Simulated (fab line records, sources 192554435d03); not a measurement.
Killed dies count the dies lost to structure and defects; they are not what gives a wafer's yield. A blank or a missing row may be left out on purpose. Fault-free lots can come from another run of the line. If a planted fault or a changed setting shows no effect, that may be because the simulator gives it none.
Matching of chambers ; flow n5Finfet ; 3 sister chambers for N5_FIN_SAQP_ETCH_34 on rieDiel-06
The step etches SiO2 in C4F6/O2, target depth 45 nm, time 15 s. 16 wafers are shown with their chamber, then 5 later ones without.

## WAFERS PAIRED WITH THEIR CHAMBERS
wafer;chamber;drypumpMotorCurrentA (A);showerheadPlenumPTorr (Torr);rfVppV (V)
L079.2;3;5.28;2.95;654
L079.4;1;5.62;2.80;678
L079.6;3;5.27;2.95;655
L083.2;2;5.77;3.05;691
L083.3;3;5.27;2.94;655
L083.5;3;5.27;2.94;655
L086.2;1;5.61;2.80;677
L086.3;3;5.25;2.94;652
L086.4;2;5.75;3.05;689
L088.2;3;5.26;2.94;654
L088.5;1;5.62;2.79;677
L088.6;2;5.75;3.05;688
L093.1;2;5.76;3.04;690
L093.2;3;5.26;2.94;654
L093.4;1;5.62;2.79;677
L095.1;2;5.76;3.04;691

SIGNATURES (means of the wafers above)
reading;chamber 1;chamber 2;chamber 3;scatter within a chamber
drypumpMotorCurrentA;5.6175;5.7580;5.2657;0.00844
showerheadPlenumPTorr;2.7950;3.0460;2.9429;0.00528
rfVppV;677.25;689.80;654.14;1.05
Rule: a wafer lies at a distance from a chamber equal to the root of the sum of squares, over the readings, of (its reading less the chamber's mean, divided by the reading's scatter). If the next closest chamber is less than 2 further off than the closest, the wafer can't be placed; otherwise it belongs to the closest. The scatter is the square root of a quotient: the sum, over the shown wafers, of each reading's squared deviation from its chamber's mean, divided by wafers minus chambers.

## WAFERS WHOSE CHAMBER IS MISSING
wafer;drypumpMotorCurrentA (A);showerheadPlenumPTorr (Torr);rfVppV (V)
L096.3;5.60;2.79;677
L096.5;5.74;3.04;689
L096.6;5.26;2.93;653
L097.1;5.27;2.93;654
L097.5;5.61;2.79;678

## WHICH CHAMBER EACH WENT THROUGH
wafer;from the rows above;in truth
L096.3;1;1
L096.5;2;2
L096.6;3;3
L097.1;3;3
L097.5;1;1
Placed correctly: 5 of 5. Left unplaced by these rows: 0. Number placed wrongly: 0.
